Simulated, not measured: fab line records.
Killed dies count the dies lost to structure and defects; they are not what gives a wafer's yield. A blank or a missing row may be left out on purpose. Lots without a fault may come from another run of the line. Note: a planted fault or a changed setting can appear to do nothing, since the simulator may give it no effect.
Chamber matching || flow n5_finfet || 3 sister chambers for N5_BEOL_M0_SAQP_PECVD_04 on pecvd-04
The step deposits a-Si from SiH4/He, target thk 60 nm, time 60.2 s. 3 wafers are shown with their chamber, then 7 later ones without.

EACH WAFER AND ITS CHAMBER
{"wafer": "L087.3", "chamber": 2, "throttle_valve_pct (%)": 18.7}
{"wafer": "L087.6", "chamber": 0, "throttle_valve_pct (%)": 18.8}
{"wafer": "L088.4", "chamber": 1, "throttle_valve_pct (%)": 20.0}

WAFERS WITH NO CHAMBER GIVEN
{"wafer": "L088.5", "throttle_valve_pct (%)": 18.5}
{"wafer": "L094.1", "throttle_valve_pct (%)": 20.1}
{"wafer": "L094.5", "throttle_valve_pct (%)": 17.1}
{"wafer": "L094.6", "throttle_valve_pct (%)": 18.8}
{"wafer": "L097.2", "throttle_valve_pct (%)": 18.7}
{"wafer": "L097.3", "throttle_valve_pct (%)": 17.4}
{"wafer": "L097.5", "throttle_valve_pct (%)": 20.1}

WHICH CHAMBER EACH ONE RAN IN
{"wafer": "L088.5", "from the rows above": "can't be placed: 2 or 0 or 1", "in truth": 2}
{"wafer": "L094.1", "from the rows above": "can't be placed: 1 or 0 or 2", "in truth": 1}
{"wafer": "L094.5", "from the rows above": "can't be placed: 2 or 0 or 1", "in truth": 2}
{"wafer": "L094.6", "from the rows above": "can't be placed: 0 or 2 or 1", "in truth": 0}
{"wafer": "L097.2", "from the rows above": "can't be placed: 2 or 0 or 1", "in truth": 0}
{"wafer": "L097.3", "from the rows above": "can't be placed: 2 or 0 or 1", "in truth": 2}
{"wafer": "L097.5", "from the rows above": "can't be placed: 1 or 0 or 2", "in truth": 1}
Correct placement for 0 of the 7. Cannot be placed on the basis of these rows: 7; the candidates contain the true chamber in 7. Wrongly placed: 0.
How it was worked out, from the rows above alone: a wafer's distance from a chamber is the root of the sum, over the readings, of the square of ((its reading less the chamber's mean) divided by the reading's scatter). The wafer belongs to the nearest chamber; if the next one is less than 2 further off, it can't be placed. Each chamber's mean is taken over the wafers shown for it. The scatter (one wafer shown for each chamber): square how far every hidden wafer sits from the nearest shown wafer, average those squares and take the square root.
